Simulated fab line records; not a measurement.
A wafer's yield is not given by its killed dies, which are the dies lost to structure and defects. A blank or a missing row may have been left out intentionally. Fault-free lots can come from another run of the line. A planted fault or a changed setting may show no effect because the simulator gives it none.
The tool behind it: which one? || flow n5_finfet || route of 1938 steps, sampled at 1 step: 11 lots, 33 wafers

## WHAT EACH GAUGE READ, for each wafer
N5_BEOL_M8_INSPECT_58: inspects for defects (darkfield).
{"lot": "L431", "measured": "day 9 16:11", "on": "defect_inspect-01", "raw_defect_count": "131 99 56"}
{"lot": "L432", "measured": "day 10 02:08", "on": "defect_inspect-02", "raw_defect_count": "51 44 63"}
{"lot": "L435", "measured": "day 10 12:57", "on": "defect_inspect-02", "raw_defect_count": "73 89 79"}
{"lot": "L434", "measured": "day 10 15:51", "on": "defect_inspect-02", "raw_defect_count": "75 84 93"}
{"lot": "L438", "measured": "day 10 22:56", "on": "defect_inspect-02", "raw_defect_count": "80 95 77"}
{"lot": "L437", "measured": "day 10 23:19", "on": "defect_inspect-01", "raw_defect_count": "72 53 84"}
{"lot": "L439", "measured": "day 11 02:25", "on": "defect_inspect-01", "raw_defect_count": "55 78 79"}
{"lot": "L440", "measured": "day 11 21:34", "on": "defect_inspect-02", "raw_defect_count": "67 72 97"}
{"lot": "L442", "measured": "day 12 14:00", "on": "defect_inspect-02", "raw_defect_count": "36 45 41"}
{"lot": "L448", "measured": "day 13 15:13", "on": "defect_inspect-02", "raw_defect_count": "88 72 102"}
{"lot": "L450", "measured": "day 14 13:32", "on": "defect_inspect-02", "raw_defect_count": "79 70 109"}

## WHICH TOOL RAN EACH LOT (tool, then ch and the chambers of the sampled wafers, then the start)
The record holds no process step before these readings.

## THE ANSWER, worked out from the rows above alone
Rule: what is usual is taken from the lots themselves. Put in order of their means at a reading, lots are off if they are a third of the lots or fewer, leave a main group of 4 or more, and stand apart from it by a gap of 3 or more times the standard deviation of the main group's means; of several such gaps the widest counts. A main group whose means are all the same, to the digits that the tables above print for the reading, isn't used. Also off: a lot with no number at a reading for which 4 or more lots have one. The other lots that the step has rows for count as sound.
Across all readings shown, no lot is off: no conclusion can be drawn from this.

## WHAT THE SIMULATOR PUT IN
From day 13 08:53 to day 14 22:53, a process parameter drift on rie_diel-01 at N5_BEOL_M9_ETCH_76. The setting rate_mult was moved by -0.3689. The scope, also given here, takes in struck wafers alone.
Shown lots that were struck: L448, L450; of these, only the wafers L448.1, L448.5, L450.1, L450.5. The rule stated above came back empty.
